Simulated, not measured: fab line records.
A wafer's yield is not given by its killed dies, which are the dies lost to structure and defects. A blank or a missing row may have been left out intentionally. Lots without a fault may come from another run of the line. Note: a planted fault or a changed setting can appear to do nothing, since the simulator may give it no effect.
Matching of chambers | flow n5Finfet | rieDiel-04 running N5_SD_EPI_P_ETCH_36: 3 sister chambers
The step etches SiARC in CF4, target depth 45.5 nm, time 75.8 s. 14 wafers are shown with their chamber, then 5 later ones without.

WAFERS PAIRED WITH THEIR CHAMBERS
wafer  | chamber | drypumpMotorCurrentA (A) | showerheadPlenumPTorr (Torr) | throttleValvePct (%)
L075.3 | 1       | 6.3                      | 2.24                         | 15.40
L075.4 | 3       | 5.9                      | 2.06                         | 15.75
L075.5 | 0       | 5.3                      | 2.23                         | 15.54
L077.3 | 1       | 6.3                      | 2.24                         | 15.38
L077.4 | 3       | 5.9                      | 2.05                         | 15.75
L077.5 | 0       | 5.3                      | 2.23                         | 15.56
L090.1 | 1       | 6.3                      | 2.23                         | 15.43
L090.4 | 1       | 6.3                      | 2.23                         | 15.44
L090.5 | 3       | 5.9                      | 2.05                         | 15.79
L091.2 | 0       | 5.3                      | 2.22                         | 15.60
L091.3 | 3       | 5.9                      | 2.05                         | 15.80
L091.5 | 0       | 5.3                      | 2.22                         | 15.60
L093.1 | 0       | 5.3                      | 2.22                         | 15.62
L093.2 | 1       | 6.2                      | 2.23                         | 15.46

SIGNATURES (averages over the wafers above)
reading               | chamber 0 | chamber 1 | chamber 3 | scatter within a chamber
drypumpMotorCurrentA  | 5.300     | 6.280     | 5.900     | 0.027
showerheadPlenumPTorr | 2.2240    | 2.2340    | 2.0525    | 0.00535
throttleValvePct      | 15.5840   | 15.4220   | 15.7725   | 0.0309
Rule: distance of a wafer from a chamber = root of the sum over the readings of ((wafer's reading minus chamber's mean) / reading's scatter) squared. If the next closest chamber is less than 2 further off than the closest, the wafer can't be placed; otherwise it belongs to the closest. The scatter: the root of (the sum of the squares of (reading less its chamber's mean) over the shown wafers, divided by (wafers less chambers)).

WAFERS MISSING THEIR CHAMBER
wafer  | drypumpMotorCurrentA (A) | showerheadPlenumPTorr (Torr) | throttleValvePct (%)
L093.6 | 6.2                      | 2.23                         | 15.47
L094.4 | 5.9                      | 2.04                         | 15.81
L094.6 | 5.3                      | 2.22                         | 15.63
L095.1 | 5.3                      | 2.22                         | 15.61
L095.5 | 5.3                      | 2.22                         | 15.63

WHICH CHAMBER EACH WENT THROUGH
wafer  | from the rows above | in truth
L093.6 | 1                   | 1
L094.4 | 3                   | 3
L094.6 | 0                   | 0
L095.1 | 0                   | 0
L095.5 | 0                   | 0
Correct placement for 5 of the 5. From these rows, 0 cannot be placed. 0 placed wrongly.
